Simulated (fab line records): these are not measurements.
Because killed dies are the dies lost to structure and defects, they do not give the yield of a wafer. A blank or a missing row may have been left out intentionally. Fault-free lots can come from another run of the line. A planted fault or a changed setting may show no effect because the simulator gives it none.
fab line records	flow n5Finfet
[record] lots = 5	wafers = 15	lastDay = 16
route steps=1938 shown FIN_SAQP@114 PASSIVATION@1936
lots that met no fault: taken from a fault-free run of the same line
startH: start of the lot's first displayed wafer, in hours after the record's first day	waitH: how many hours have passed since the lot's step before this one	" unchanged from the row above	L1.1+2: a single row standing in for several wafers	- no value present, or no start provided	* or withheld: withheld	< > ~ a bound
route shown NAME@n: a module of which the file shows steps, and the number in the route of the first	usual: mean and standard deviation over wafers with no fault	same: alike in all rows	chamber/n: place in a boat	sites: each site's reading	_std_site: standard deviation across them	_edge_site: outer sites' mean less inner sites'	radiusMm: how far each site lies from the wafer's centre	mask NAME#n: copy n	behind: tool/chamber where the wafer was last shaped	hold: the reason the lot was held/the length of the hold in hours/how it ended	device: names the non-switching transistor (n, p or np)	end of line: the same wafers' tests at the end of the route	a step without rows: its recipe alone	killed: count of dies lost to structure and defects at first sort (not the wafer's yield)	map: shows each die of a wafer: x if killed, . if not, _ if none is there
set.NAME: the run value of the setting; set.NAME@STEP: its run value at that earlier step	model.NAME: the simulator's own value behind a step, which no gauge read
a table for each step, a row for each wafer; lots at some steps of the route
services: when a tool's chamber went out of use (startH, in hours from the record's first day, below 0 if earlier), for how many hours, and the reason
[[steps]]
[step N5_FIN_SAQP_DESCUM_21]
[recipe] chemistry = O2	timeS = 7.9	sourcePowerW = 50	biasPowerW = 20	pressureMtorr = 20	rfFrequencyHz = 2.712e+07	tempC = 40	resist = CAR-ArF	o2FlowSccm = 225
[step N5_FIN_SAQP_ETCH_51]
[recipe] chemistry = CF4	target = SiARC	targetDepthA = 455	maskMaterial = CAR-ArF	timeS = 75.8	ionEnergyEv = 80	pressureMtorr = 40	sourceW = 545	biasW = 36	Ar_flow_sccm = 100	cf4FlowSccm = 100	ends = cleared
[step N5_FIN_SAQP_ETCH_52]
[recipe] chemistry = N2/H2	target = SOC	targetDepthA = 1000	overetchA = 200	maskMaterial = SiARC	tempC = 40	timeS = 150	ionEnergyEv = 200	pressureMtorr = 30	sourceW = 840	biasW = 150	n2FlowSccm = 200	h2FlowSccm = 200	ends = endPoint
[usual] drypumpMotorCurrentA = 5.57/0.29	oesProductAu = 0.71/0.077	rfVppV = 523.4/2.2	showerheadPlenumPTorr = 2.52/0.072	throttleValvePct = 17.9/0.3
lot.wafer	tool	chamber	startH	waitH	drypumpMotorCurrentA	oesProductAu	rfHoursCounterH	rfVppV	showerheadPlenumPTorr	throttleValvePct
L453.1	rieDiel-06	2	22.38	0.0	5.54	0.84	18	524.5	2.62	17.9
L453.2	"	0	"	"	6.08	0.63	242	521.9	2.49	17.8
L453.6	"	2	"	"	5.54	0.84	-	526.3	2.62	17.9
L462.2	rieDiel-02	1	75.96	0.0	5.20	0.71	93	524.2	2.47	18.2
L462.3	"	3	"	"	5.75	0.63	234	523.2	2.53	18.3
L462.6	"	2	"	"	5.68	0.66	-	524.6	2.53	18.1
L467.2	rieDiel-03	1	107.52	0.0	5.23	0.74	88	522.4	2.43	17.4
L467.3	"	3	"	"	5.89	0.68	139	524.5	2.54	17.7
L467.6	"	0	"	"	5.11	0.63	-	528.1	2.63	17.7
L472.1	rieDiel-03	1	136.14	0.0	5.21	0.74	98	522.8	2.43	17.5
L472.2	"	2	"	"	5.73	0.82	30	525.3	2.57	17.4
L472.4	"	0	"	"	5.10	0.62	223	525.3	2.63	17.7
L473.1	rieDiel-03	0	141.76	0.0	5.10	0.62	225	526.3	2.63	17.7
L473.3	"	3	"	"	5.92	0.68	152	525.5	2.54	17.7
L473.5	"	1	"	"	5.20	0.73	-	521.6	2.43	17.5
[step N5_FIN_SAQP_STRIP_53]
[recipe] chemistry = N2/H2	tempC = 40	n2FlowSccm = 200	h2FlowSccm = 200	rfFrequencyHz = 6e+07
[step N5_FIN_SAQP_HM_OPEN_73]
[recipe] chemistry = CHF3/O2	target = SiO2	stopOn = a-Si	targetDepthA = 120	overEtchFrac = 1.8	maskMaterial = SOC	timeS = 16.8	pressureMtorr = 30	sourceW = 650	biasW = 170	Ar_flow_sccm = 200	CHF3_flow_sccm = 50	O2_flow_sccm = 5	ionEnergyEv = 200	ends = endPoint
[usual] drypumpMotorCurrentA = 5.56/0.29	oes_f_703_au = 0.79/0.086	oesProductAu = 0.47/0.051	rfVppV = 522/16	showerheadPlenumPTorr = 2.39/0.069	throttleValvePct = 18.83/0.23
lot.wafer	tool	chamber	startH	waitH	drypumpMotorCurrentA	oes_f_703_au	oesProductAu	rfHoursCounterH	rfVppV	showerheadPlenumPTorr	throttleValvePct
L453.1	rieDiel-06	2	22.48	0.0	5.56	0.97	0.58	18	511	2.46	18.65
L453.2	"	0	"	"	6.02	0.67	0.42	242	526	2.35	18.80
L453.6	"	2	"	"	5.56	0.99	0.57	-	509	2.46	18.65
L462.2	rieDiel-02	1	76.06	0.0	5.20	0.78	0.47	93	542	2.36	19.33
L462.3	"	3	"	"	5.76	0.69	0.41	234	537	2.38	19.10
L462.6	"	2	"	"	5.67	0.76	0.44	-	514	2.37	18.82
L467.2	rieDiel-03	1	107.62	0.0	5.22	0.82	0.49	88	536	2.32	18.60
L467.3	"	3	"	"	5.93	0.72	0.45	139	510	2.39	18.64
L467.6	"	0	"	"	5.10	0.72	0.41	-	532	2.49	18.73
L472.1	rieDiel-03	1	136.25	0.0	5.24	0.82	0.49	98	537	2.32	18.61
L472.2	"	2	"	"	5.69	0.85	0.55	30	545	2.46	18.60
L472.4	"	0	"	"	5.07	0.72	0.42	223	532	2.49	18.73
L473.1	rieDiel-03	0	141.87	0.0	5.08	0.71	0.42	225	534	2.49	18.75
L473.3	"	3	"	"	5.95	0.71	0.45	152	511	2.39	18.65
L473.5	"	1	"	"	5.21	0.81	0.50	-	538	2.32	18.62
[step N5_FIN_SAQP_STRIP_74]
[recipe] chemistry = CHF3/O2	resist = SiARC	rfFrequencyHz = 6e+07
[step N5_FIN_SAQP_MANDREL_ETCH_22]
[recipe] targetDepthA = 600	chemistry = HBr/Cl2	target = a-Si	stopOn = SiNx	btTimeS = 10	overEtchFrac = 0.5	timeS = 30	pressureMtorr = 10	icpW = 800	biasW = 75	HBr_flow_sccm = 150	Cl2_flow_sccm = 80	ends = endPoint
[usual] drypumpMotorCurrentA = 5.9/0.62	oesProductAu = 0.764/0.011	throttleValvePct = 35.4/0.45
lot.wafer	tool	chamber	startH	waitH	drypumpMotorCurrentA	oesProductAu	rfHoursCounterH	throttleValvePct
L453.1	rieSi-02	2	22.57	0.0	6.6	0.766	162	35.6
L453.2	"	3	"	"	6.2	0.749	121	35.4
L453.6	"	0	"	"	4.9	0.754	-	35.3
L462.2	rieSi-02	1	76.15	0.0	5.7	0.770	5	34.8
L462.3	"	3	"	"	6.2	0.752	122	35.4
L462.6	"	2	"	"	6.6	0.769	-	35.6
L467.2	rieSi-04	1	107.71	0.0	5.1	0.770	136	35.2
L467.3	"	3	"	"	5.7	0.783	190	35.5
L467.6	"	3	"	"	5.7	0.779	-	35.5
L472.1	rieSi-04	1	136.33	0.0	5.1	0.765	137	35.2
L472.2	"	2	"	"	5.9	0.757	2	35.6
L472.4	"	0	"	"	6.5	0.757	85	34.8
L473.1	rieSi-04	2	141.95	0.0	5.8	0.764	2	35.7
L473.3	"	1	"	"	5.1	0.764	137	35.3
L473.5	"	0	"	"	6.6	0.772	-	34.7
[step N5_FIN_SAQP_STRIP_55]
[recipe] chemistry = N2/H2	powerW = 500	tempC = 40	pressureMtorr = 50	rfFrequencyHz = 6e+07	overashFraction = 0.3	biasPowerW = 28	h2Frac = 0.5	n2FlowSccm = 300	h2FlowSccm = 300
[step N5_FIN_SAQP_STRIP_23]
[recipe] chemistry = SPM	timeS = 750	tempC = 130	h2so4H2o2VolRatio = 4
[step N5_FIN_SAQP_SRD_66]
[recipe] dry = ipaMarangoni	timeS = 30	tempC = 23	rinseLiquid = diw
[step N5_FIN_SAQP_RECESS_75]
[recipe] chemistry = HF/NH3	target = SiO2	targetDepthA = 144	afsCycles = 3	tempC = 30	sublimationTempC = 180	sublimationTimeS = 60
[step N5_FIN_SAQP_SPACER1_ALD_24]
[recipe] material = SiO2	targetThkA = 203	tempC = 300	aldPrecursorFamily = BDEAS	aldCoReactant = O2-plasma	pulseTimeS = 1	purgeTimeS = 2	coReactantPurgeTimeS = 2	aldCycles = 218	pressureTorr = 2
[usual] heaterPowerOuterW = 266/24	heaterPowerW = 474/47	precursorPulseHeightRel = 1.002/0.021
[same] coReactantPurgeTimeS = 2
lot.wafer	tool	chamber	startH	waitH	heaterPowerOuterW	heaterPowerW	precursorPulseHeightRel
L453.1	aldSin-03	2	23.44	0.3	247	448	0.981
L453.2	"	3	"	"	269	496	0.957
L453.6	"	3	"	"	268	499	0.991
L462.2	aldSin-03	0	76.97	0.3	270	475	1.037
L462.3	"	2	"	"	255	458	1.038
L462.6	"	2	"	"	264	454	0.980
L467.2	aldSin-02	2	109.10	0.8	287	505	1.036
L467.3	"	3	"	"	317	627	0.998
L467.6	"	1	"	"	225	408	1.017
L472.1	aldSin-04	1	137.25	0.3	264	463	0.991
L472.2	"	0	"	"	247	440	1.010
L472.4	"	3	"	"	240	431	0.989
L473.1	aldSin-02	2	142.97	0.3	293	481	1.000
L473.3	"	1	"	"	215	414	1.001
L473.5	"	0	"	"	310	492	0.998
[step N5_FIN_SAQP_SPACER1_ETCHBACK_25]
[recipe] chemistry = CHF3/O2	mode = anisotropicEtchback	target = SiO2	targetDepthA = 244	timeS = 12.2	pressureMtorr = 30	sourceW = 650	biasW = 170	Ar_flow_sccm = 200	CHF3_flow_sccm = 50	O2_flow_sccm = 5	ionEnergyEv = 200
[usual] drypumpMotorCurrentA = 5.57/0.3	oes_f_703_au = 0.79/0.081	oesProductAu = 0.79/0.087	rfVppV = 525/16	showerheadPlenumPTorr = 2.39/0.064	throttleValvePct = 18.88/0.25
lot.wafer	tool	chamber	startH	waitH	drypumpMotorCurrentA	oes_f_703_au	oesProductAu	rfHoursCounterH	rfVppV	showerheadPlenumPTorr	throttleValvePct
L453.1	rieDiel-03	2	24.16	0.4	5.70	0.64	0.67	248	544	2.47	19.04
L453.2	"	0	"	"	5.08	0.74	0.74	181	532	2.50	18.76
L453.6	"	2	"	"	5.70	0.64	0.67	-	546	2.47	19.02
L462.2	rieDiel-03	1	77.69	0.4	5.24	0.84	0.83	77	537	2.33	18.65
L462.3	"	3	"	"	5.96	0.73	0.66	129	513	2.40	18.66
L462.6	"	2	"	"	5.70	0.90	0.94	-	545	2.47	18.65
L467.2	rieDiel-02	0	109.82	0.4	5.68	0.75	0.72	185	492	2.29	18.99
L467.3	"	2	"	"	5.71	0.75	0.74	184	512	2.37	18.93
L467.6	"	1	"	"	5.25	0.77	0.78	-	543	2.36	19.42
L472.1	rieDiel-06	1	137.96	0.4	5.41	0.94	0.92	21	522	2.46	18.77
L472.2	"	0	"	"	6.04	0.87	0.87	21	524	2.34	18.54
L472.4	"	3	"	"	5.93	0.73	0.70	205	501	2.28	19.07
L473.1	rieDiel-06	1	143.68	0.4	5.42	0.94	0.92	24	522	2.46	18.78
L473.3	"	2	"	"	5.53	0.89	0.87	65	510	2.44	18.80
L473.5	"	0	"	"	6.02	0.88	0.89	-	524	2.34	18.55
[step N5_FIN_SAQP_MANDREL1_REMOVE_56]
[recipe] chemistry = HBr/Cl2/O2	btTimeS = 10	target = a-Si	stopOn = SiNx	endpoint = OES-SiCl	overEtchFrac = 1	icpW = 600	biasW = 22	HBr_flow_sccm = 150	Cl2_flow_sccm = 80	O2_flow_sccm = 5	pressureMtorr = 10
[usual] drypumpMotorCurrentA = 5.9/0.63	oesProductAu = 0.997/0.017	throttleValvePct = 36.7/0.41
lot.wafer	tool	chamber	startH	waitH	drypumpMotorCurrentA	oesProductAu	rfHoursCounterH	throttleValvePct
L453.1	rieSi-04	0	24.25	0.1	6.5	0.991	82	36.1
L453.2	"	3	"	"	5.7	1.017	188	36.9
L453.6	"	1	"	"	5.1	1.016	-	36.6
L462.2	rieSi-03	1	77.78	0.1	6.6	1.007	144	37.2
L462.3	"	3	"	"	5.3	0.902	45	36.4
L462.6	"	2	"	"	5.3	0.990	-	36.5
L467.2	rieSi-04	0	109.91	0.1	6.5	1.003	84	36.1
L467.3	"	3	"	"	5.7	1.013	190	36.9
L467.6	"	2	"	"	5.8	1.017	-	37.0
L472.1	rieSi-02	2	138.05	0.1	6.6	1.008	164	37.0
L472.2	"	1	"	"	5.7	1.026	6	36.2
L472.4	"	3	"	"	6.2	0.990	124	36.8
L473.1	rieSi-02	0	143.77	0.1	4.9	0.964	122	36.6
L473.3	"	2	"	"	6.6	0.988	164	37.0
L473.5	"	0	"	"	4.9	0.964	-	36.6
[step N5_FIN_SAQP_CD_MEAS_27]
[recipe] targetCdNm = 20	landingEnergyEv = 1000	detector = seInlens	polarity = line
[usual] cdNm = 20.26/0.25
lot.wafer	tool	chamber	startH	waitH	cdNm
L453.1	cdSem-03	0	24.36	0.1	20.23
L453.2	"	0	"	"	20.78
L453.6	"	0	"	"	20.46
L462.2	cdSem-01	0	77.89	0.1	20.03
L462.3	"	0	"	"	20.68
L462.6	"	0	"	"	20.45
L467.2	cdSem-03	0	110.02	0.1	20.45
L467.3	"	0	"	"	19.85
L467.6	"	0	"	"	20.38
L472.1	cdSem-01	0	138.16	0.1	21.00
L472.2	"	0	"	"	19.93
L472.4	"	0	"	"	20.38
L473.1	cdSem-02	0	143.88	0.1	20.03
L473.3	"	0	"	"	20.28
L473.5	"	0	"	"	20.15
[step N5_FIN_SAQP_ETCH_57]
[recipe] chemistry = CH3F/O2	target = SiNx	maskMaterial = SiO2	targetDepthA = 325	timeS = 46.4	pressureMtorr = 30	sourceW = 395	biasW = 73	Ar_flow_sccm = 150	CH3F_flow_sccm = 30	O2_flow_sccm = 20	ionEnergyEv = 120	ends = cleared
[step N5_FIN_SAQP_ETCH_65]
[recipe] chemistry = CF4	target = SiO2	targetDepthA = 40	ionEnergyEv = 350	timeS = 4.4	pressureMtorr = 10	icpW = 800	biasW = 400	cf4FlowSccm = 80
[usual] drypumpMotorCurrentA = 5.8/0.62	oesProductAu = 0.995/0.022	throttleValvePct = 21.7/0.31
lot.wafer	tool	chamber	startH	waitH	drypumpMotorCurrentA	oesProductAu	rfHoursCounterH	throttleValvePct
L453.1	rieSi-04	0	24.52	0.1	6.5	0.988	82	21.4
L453.2	"	3	"	"	5.7	0.997	188	22.3
L453.6	"	3	"	"	5.7	1.003	-	22.3
L462.2	rieSi-02	2	78.05	0.1	6.6	1.001	163	21.7
L462.3	"	3	"	"	6.2	0.979	122	21.6
L462.6	"	1	"	"	5.7	0.996	-	21.5
L467.2	rieSi-02	0	110.18	0.1	4.9	0.964	121	21.3
L467.3	"	3	"	"	6.1	0.984	123	21.7
L467.6	"	0	"	"	5.0	0.969	-	21.3
L472.1	rieSi-03	3	138.32	0.1	5.4	0.960	46	21.4
L472.2	"	2	"	"	5.3	0.973	144	21.5
L472.4	"	0	"	"	6.8	1.002	-	21.9
L473.1	rieSi-03	0	144.22	0.1	6.8	0.995	57	21.9
L473.3	"	3	"	"	5.4	0.959	46	21.4
L473.5	"	0	"	"	6.8	0.988	-	21.9
[step N5_FIN_SAQP_MANDREL_ETCH_58]
[recipe] chemistry = HBr/Cl2	target = a-Si	targetDepthA = 450	btTimeS = 10	stopOn = SiNx	maskMaterial = SiO2	overEtchFrac = 0.8	timeS = 27	pressureMtorr = 10	icpW = 800	biasW = 75	HBr_flow_sccm = 150	Cl2_flow_sccm = 80	ends = endPoint
[usual] drypumpMotorCurrentA = 5.9/0.62	oesProductAu = 0.695/0.011	throttleValvePct = 35.6/0.46
lot.wafer	tool	chamber	startH	waitH	drypumpMotorCurrentA	oesProductAu	rfHoursCounterH	throttleValvePct
L453.1	rieSi-04	0	24.55	0.0	6.5	0.702	82	35.0
L453.2	"	3	"	"	5.7	0.703	188	35.7
L453.6	"	3	"	"	5.7	0.711	-	35.7
L462.2	rieSi-02	2	78.08	0.0	6.6	0.690	163	35.8
L462.3	"	3	"	"	6.2	0.623	122	35.8
L462.6	"	1	"	"	5.7	0.704	-	35.0
L467.2	rieSi-02	0	110.22	0.0	4.9	0.675	121	35.5
L467.3	"	3	"	"	6.2	0.666	123	35.7
L467.6	"	0	"	"	4.9	0.679	-	35.5
L472.1	rieSi-03	3	138.35	0.0	5.4	0.687	46	35.2
L472.2	"	2	"	"	5.3	0.688	144	35.4
L472.4	"	0	"	"	6.8	0.690	-	36.6
L473.1	rieSi-03	0	144.25	0.0	6.8	0.687	57	36.6
L473.3	"	3	"	"	5.4	0.683	46	35.2
L473.5	"	0	"	"	6.8	0.695	-	36.6
[step N5_FIN_SAQP_RECESS_63]
[recipe] chemistry = HF/NH3	target = SiO2	targetDepthA = 180	afsCycles = 3	tempC = 30	sublimationTempC = 180	sublimationTimeS = 60
[step N5_PASSIVATION_PROBE_49]
[usual] killed_at_M0_to_M3 = 34/8.9	killed_at_M4_up = 13/4.6	killedAtContacts = 12/5.5	killedAtFrontEnd = 41/11	killedAtOther = 3.1/2.9	killedDies = 102/16	killedOpen = 66/11	killedShort = 34/7.6
[same] grossDies = 1180	killedAtBackSide = 0
lot.wafer	tool	chamber	startH	waitH	killed_at_M0_to_M3	killed_at_M4_up	killedAtContacts	killedAtFrontEnd	killedAtOther	killedDies	killedOpen	killedShort
L462.2	prober-02	-	332.74	0.1	44	14	5	39	8	110	79	30
L462.3	prober-02	-	332.79	0.1	34	10	14	178	3	239	72	37
L462.6	prober-02	-	332.94	0.3	41	10	6	41	8	106	69	37
// killed by level:class
L462.2 BEOL_M3:geometricParticle:open=15 FIN_SAQP:geometricParticle:open=13 STI_FIN_REVEAL:geometricParticle:open=9 BEOL_M3:geometricParticle:short=8 BEOL_M1:geometricParticle:open=6 BEOL_M4:geometricParticle:open=6 BEOL_M0_SAQP:geometricParticle:short=5 BEOL_M2:geometricParticle:open=5
L462.3 FIN_SAQP:areaEtchback=129 FIN_SAQP:geometricParticle:open=17 MOL_CONTACT_COAG:geometricParticle:open=10 FIN_SAQP:geometricParticle:short=9 STI_FIN_REVEAL:geometricParticle:open=9 BEOL_M1:geometricParticle:open=9 BEOL_M3:geometricParticle:open=8 BEOL_M0_SAQP:geometricParticle:open=6
L462.6 STI_FIN_REVEAL:geometricParticle:open=13 BEOL_M3:geometricParticle:open=10 BEOL_M0_SAQP:geometricParticle:short=8 BEOL_M1:geometricParticle:open=7 BEOL_M4:geometricParticle:open=6 FIN_SAQP:geometricParticle:open=5 MOL_CONTACT_COAG:geometricParticle:open=5 BEOL_M0_SAQP:geometricParticle:open=5
// map L462.3 (x killed, . not)
_________________.....xx.....________________
______________...x..........x.x._____________
___________........x........x......__________
__________........x....x.....xx....._________
________x..x..x......................._______
_______...xx...x.............xx....x...______
______.x.....x..xx.....x.xx.xxx........._____
_____........x....................x......____
____.............x...........x....xx..xxx.___
___....x.....x.......................xxxx..__
___.........x.......x...............x......__
__...................xx..xx........x.....x.._
__x......x...xx....x...x................x..._
_.................x....x.....xx.xx...........
_.....x................x.x.x.x.x....x........
_.x...................x...x...x.xx..x...x....
_..........x...x.x..x..xxx..xx.x...x.x..x...x
_................xx.x....xxxx.xxx....x.x.....
_xxx.....x...........xxx......x..x...x.x.x.xx
_...........x...x.xx.x.xx.xxx.....xx..xxx.xxx
_.x.......x.........xx.x.x.....x..xx.xx.xxx..
__.x..............x.xx..x.......x..x.x...xxx_
__........x....x....x.x........xxx..x.xxxxxx_
___..........x............xx.xxx..xx..x...x__
___...........xx.x........xx....xxxxx.x.x..__
____..................x...x.............xx___
_____..x.................x.x..x.x.......x____
______........x..x.x.x...x.xx.xx.x.x...x_____
_______.........x.......x.x....x......x______
________....x...........x.x..x.....x.._______
__________......x......x.x.........._________
___________....x..........x........__________
______________.................._____________
_________________...........x________________
// map L453.1 (x killed, . not)
_________________x...x.......________________
______________.........x..x....._____________
___________........................__________
__________.........xx.x..........x.._________
________......x......................._______
_______...x..................x..x......______
______...x.............................._____
_____.............x......x.x.............____
____....x...................x.x.....x.....___
___.......................x...x...........x__
___.........x.............x.............x..__
__....xxxx................x....xx..........._
__...........x.x.x.................x........_
_...xx...............x.......x...............
_.............x................x.....xx......
_...x....x.....x.....x...x...................
_x................x.......xxx...x............
_................x.x........x............x...
_.x.....x.....x....x.....x.........x.......x.
_....x.....x........................x........
_.........x.........x............x.........x.
__...............x........x................._
__.............x.x..x......x...........x...._
___....x.....x.............................__
___..xx....x...............................__
____....x...............x........x......x.___
_____x..x.........................x......____
______.................x.......x........_____
_______...x.....................x......______
________.....x..x..............x...xx._______
__________......x..x.x.......xx....._________
___________.........xx.x......xx...__________
______________.................._____________
_________________........x...________________
[[services]]
tool	chamber	startH	hours	kind
rieDiel-03	2	1.38	1.5	repair
aldSin-04	1	1.94	3.7	repair
rieSi-04	2	8.97	-	clean
rieDiel-02	-	13.59	0.5	repair
rieDiel-03	2	30.85	-	clean
rieDiel-03	2	30.85	-	consumableReplace:focusRing
rieDiel-03	2	30.85	13.2	scheduledDown
rieDiel-03	2	30.85	13.2	ventCycle
rieDiel-06	2	33.31	9.9	repair
aldSin-02	0	35.63	3.5	repair
aldSin-02	1	37.15	4.9	repair
aldSin-02	0	53.79	8.8	repair
rieDiel-03	-	61.54	5.7	repair
rieDiel-02	0	68.45	6.2	repair
aldSin-02	-	87.00	14.0	pm
rieDiel-02	-	91.15	2.8	pm
rieDiel-06	0	91.22	16.7	repair
rieSi-03	-	109.71	0.8	repair
aldSin-03	2	111.45	3.5	repair
rieDiel-02	1	112.26	2.7	repair
aldSin-04	3	118.43	18.7	repair
rieSi-02	0	122.37	3.4	repair
rieSi-03	1	134.50	7.3	repair
rieDiel-06	3	143.16	8.3	repair
[[key]]
[firstSign] step = N5_FIN_SAQP_MANDREL1_REMOVE_56	reading = oesProductAu	direction = down	sigmas = 5.5	usual = 0.997	struck = 0.902
[effect] step = N5_FIN_SAQP_MANDREL_ETCH_58	reading = oesProductAu	direction = down	sigmas = 6.4	usual = 0.695	struck = 0.623
[effect] step = N5_PASSIVATION_PROBE_49	reading = killedAtFrontEnd	direction = up	sigmas = 12	usual = 41	struck = 178
[moreKillsBornAt] N5_FIN_SAQP_SPACER1_ETCHBACK_25@rieDiel-03 = 129
metAt N5_FIN_SAQP_SPACER1_ETCHBACK_25
struckWafers L462.3
testerLeftOut L462
onsetBetween 24.16 77.69
[fault] kind = processParameterDrift	tool = rieDiel-03	chamber = -	onsetH = 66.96	steps = N5_FIN_SAQP_SPACER1_ETCHBACK_25	channel = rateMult	offset = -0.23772	shape = step	endH = 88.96	scope = struckWafersOnly
// testerLeftOut: of these lots the tester's yield and bins aren't shown, on N5 and GAA mostly nor the transistor test; their killed dies are dies lost to structure and defects alone, not to doping, threshold or leakage, so they don't give the yield
